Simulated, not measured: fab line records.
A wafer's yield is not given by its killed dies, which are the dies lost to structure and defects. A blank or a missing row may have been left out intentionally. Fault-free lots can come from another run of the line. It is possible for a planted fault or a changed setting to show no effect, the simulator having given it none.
Comparing a struck lot with a sound one -- flow n5 finfet -- 34 steps out of a route of 1938
Sound: these wafers, L846.2, L846.4, L846.6. Wafers L838.2, L838.4, L838.6 were the ones struck. The cause is given at the end.
For every step that has rows: the tool of each side, followed by ch and its chambers, followed by its first start. Under that, the readings that differ: sound wafers -- struck wafers -- difference of the means -- sigmas: that difference in standard deviations of wafers without a fault.
alike: words and numbers the same on both sides, and readings whose means are apart by under 2 such deviations; not compared: readings that were withheld, readings missing a value for some wafer, numbers with overlapping values and no deviation given by the record, and bounds like >300 which may hide the same value.
The two part at a step that has a row with sigmas, a row that says differs or no value, or rows on one side only. Numbers that don't overlap but have no deviation are shown without sigmas and don't part them. A reading that every wafer of one side lacks parts them only if that side has two wafers or more.

first, 10 steps without rows for these wafers: N5_BEOL_M9_HM_STRIP_39 (strips TiN in peroxide tin strip, target depth 25 nm, time 158 s); N5_BEOL_M9_SRD_40 (time 30 s); N5_BEOL_M9_PRECLEAN_42 (cleans in residue remover, time 60 s); N5_BEOL_M9_SRD_43 (time 30 s); N5_BEOL_M9_CURE_72 (cures SiCOH lowk, time 120 s); N5_BEOL_M9_DEGAS_44 (time 60 s); N5_BEOL_M9_PRE_CLEAN_45 (time 30 s); N5_BEOL_M9_ALD_74 (deposits TaN, target thk 2 nm, pulse time 2 s, purge time 3 s); N5_BEOL_M9_SURFACE_TREAT_79; N5_BEOL_M9_CVD_78 (deposits Co from CCTBA/H2, target thk 2 nm, time 138.9 s).
N5_BEOL_M9_SPUTTER_48: material Cu, target thk 12 nm, time 2 s.
  sound on pvd sputter-01, day 16 02:32; struck on pvd sputter-01, day 13 01:13
  alike: throttle valve pct
then, 22 steps without rows for these wafers: N5_BEOL_M9_ECD_50 (material Cu, target thk 318 nm); N5_BEOL_M9_ANNEAL_51 (time 90 s); N5_BEOL_M9_CMP_52 (polishes, stops on SiCOH lowk, t overpolish 7 s, target thk 140 nm); N5_BEOL_M9_PRE_CLEAN_55 (time 15 s); N5_BEOL_M9_DEP_56 (deposits SiCN from 3MS/NH3, target thk 15 nm, time 26.5 s); N5_BEOL_M10_ILD_DEP_00 (deposits SiCOH lowk from DEMS/porogen, target thk 308.51 nm, time 58 s); N5_BEOL_M10_CURE_71 (cures SiCOH lowk, time 240 s); N5_BEOL_M10_PECVD_70 (deposits SiO2 from TEOS/O2, target thk 20 nm, time 22.7 s); N5_BEOL_M10_HM_DEP_02 (deposits TiN, target thk 20 nm); N5_BEOL_M10_COAT_59 (time 60 s, resist thk 100 nm); N5_BEOL_M10_COAT_60 (time 60 s, resist thk 30 nm); N5_BEOL_M10_COAT_05 (resist thk 90 nm); N5_BEOL_M10_EBR_07; N5_BEOL_M10_SOFTBAKE_06 (time 60 s); N5_BEOL_M10_EXPOSE_08 (exposes mask M10); N5_BEOL_M10_PEB_09 (peb time 60 s); N5_BEOL_M10_DEVELOP_10 (develop time 30 s); N5_BEOL_M10_DESCUM_16 (chemistry O2, time 7.9 s); N5_BEOL_M10_ETCH_61 (etches SiARC in CF4, target depth 39 nm, time 65 s); N5_BEOL_M10_ETCH_62 (etches SOC in N2/H2, target depth 110 nm, overetch 22 nm, time 165 s); N5_BEOL_M10_STRIP_68 (strips in N2/H2); N5_BEOL_M10_STRIP_67 (strips in CF4).
-- record jumps: 2 days separate the struck wafers' starts on either side; left off in module BEOL_M10, taken up again in module PASSIVATION, whose first shown step is the route's number 1936 --
N5_PASSIVATION_PROBE_49:
  sound on prober-02, day 18 21:41; struck on prober-01, day 15 11:26
reading,sound,struck,difference,sigmas
defect limited yield (%),89.9 91.9 93.5,80.7 88.0 85.6,-7.0,-5
killed_at_M4_up,15 7 16,148 71 67,+83,+15
killed dies,119 96 77,228 142 170,+83,+5
killed on rim,24 14 7,22 26 36,+13,+3
sort_bin_5_function (%),5.9 5.1 4.2,12.3 7.0 8.1,+4.1,+5
sort n pass,1061 1084 1103,952 1038 1010,-83,-4
sort yield pct (%),89.9 91.9 93.5,80.7 88.0 85.6,-7.0,-4
  alike: killed_at_M0_to_M3, killed at contacts, killed at front end, killed at other, killed open, killed short, sort_bin_4_leakage, sort_bin_6_memory

== WHERE THEY PART ==
Only at N5_PASSIVATION_PROBE_49, as far as this record shows.

WHY: what had been put in by the simulator
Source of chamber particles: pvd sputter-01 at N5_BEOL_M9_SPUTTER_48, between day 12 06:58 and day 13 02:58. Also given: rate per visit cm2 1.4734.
